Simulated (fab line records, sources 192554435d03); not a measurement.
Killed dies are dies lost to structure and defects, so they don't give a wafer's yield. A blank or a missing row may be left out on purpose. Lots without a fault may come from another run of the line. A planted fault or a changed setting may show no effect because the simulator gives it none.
One fault seen from 3 desks | flow n5_finfet | each desk has only its own numbers; what lay behind them comes last

THE METROLOGY DESK
What the gauges read, lot by lot, whatever tool the lot ran on: means of the sampled wafers that have a number. A lot is out of limits, marked OUT, if its mean lies more than 4 standard deviations from the usual mean; the brackets give that distance. Of its 10 readings 7 are shown: those that lie furthest out on some lot.
Columns: A = DIBL_N at N5_BEOL_M4_RC_MEAS_101, usual 35.9 mV/V; B = DIBL_P at N5_BEOL_M4_RC_MEAS_101, usual 35.9 mV/V; C = IOFF_P at N5_BEOL_M4_RC_MEAS_101, usual 0.204 nA/um; D = ION_N at N5_BEOL_M4_RC_MEAS_101, usual 673 uA/um; E = ION_P at N5_BEOL_M4_RC_MEAS_101, usual 462 uA/um; F = VT_N at N5_BEOL_M4_RC_MEAS_101, usual 250.3 mV; G = VT_P at N5_BEOL_M4_RC_MEAS_101, usual -250.6 mV
lot  | first seen here | A    | B    | C     | D   | E   | F     | G
L846 | day 9 16:26     | 35.4 | 35.3 | 0.194 | 670 | 464 | 250.6 | -251.8
L844 | day 9 18:14     | 35.2 | 35.8 | 0.177 | 670 | 453 | 251.0 | -254.8
L849 | day 10 22:42    | 36.1 | 36.1 | 0.213 | 679 | 468 | 248.8 | -249.6
L853 | day 11 09:19    | 33.8 | 32.9 | 0.202 | 667 | 466 | 251.2 | -249.7
L854 | day 12 11:11    | 36.0 | 33.2 | 0.213 | 666 | 468 | 252.2 | -245.2
L860 | day 13 17:16    | 35.6 | 35.9 | 0.216 | 678 | 468 | 248.7 | -248.7
L862 | day 14 01:26    | 34.5 | 35.4 | 0.156 | 656 | 448 | 254.8 | -255.7
This desk's finding: nothing out of limits on any of the 7 lots.

THE DEFECT DESK
What the inspections along the route counted, lot by lot: means of the sampled wafers that have a number. A lot is out of limits, marked OUT, if its mean lies more than 4 standard deviations from the usual mean; the brackets give that distance.
Columns: A = raw_defect_count at N5_FIN_CUT_INSPECT_10, usual 41
lot  | first seen here | A
L844 | day 2 21:02     | 36
L846 | day 3 08:51     | 41
L849 | day 4 03:13     | 30
L853 | day 5 09:09     | 32
L854 | day 5 11:19     | 44
L860 | day 6 20:32     | 58
L862 | day 7 08:02     | 42
This desk's finding: nothing out of limits on any of the 7 lots.

THE TOOL OWNER'S DESK: rie_si-03
The tool's own readings at N5_FIN_CUT_CUT_ETCH_28 (etches Si in HBr/Cl2/O2, target depth 6 nm, time 2.4 s): means of the sampled wafers that have a number, for each lot that ran on this tool. A lot is out of limits, marked OUT, if its mean lies more than 4 standard deviations from the usual mean; the brackets give that distance.
Columns: A = drypump_motor_current_A at N5_FIN_CUT_CUT_ETCH_28, usual 5.6 A; B = oes_product_au at N5_FIN_CUT_CUT_ETCH_28, usual 0.999 a.u.; C = throttle_valve_pct at N5_FIN_CUT_CUT_ETCH_28, usual 37.2 %
lot  | first seen here | A   | B     | C
L844 | day 2 21:45     | 5.7 | 1.000 | 37.0
L849 | day 4 04:02     | 5.8 | 0.964 | 36.7
L853 | day 5 09:56     | 6.1 | 1.013 | 37.4
L854 | day 5 12:02     | 5.8 | 0.984 | 37.0
This desk's finding: nothing out of limits on any of the 4 lots.

PUT TOGETHER
The metrology desk saw nothing out of limits.
The defect desk saw nothing out of limits.
The tool owner's desk saw nothing out of limits.

WHAT THE SIMULATOR HAD PUT IN
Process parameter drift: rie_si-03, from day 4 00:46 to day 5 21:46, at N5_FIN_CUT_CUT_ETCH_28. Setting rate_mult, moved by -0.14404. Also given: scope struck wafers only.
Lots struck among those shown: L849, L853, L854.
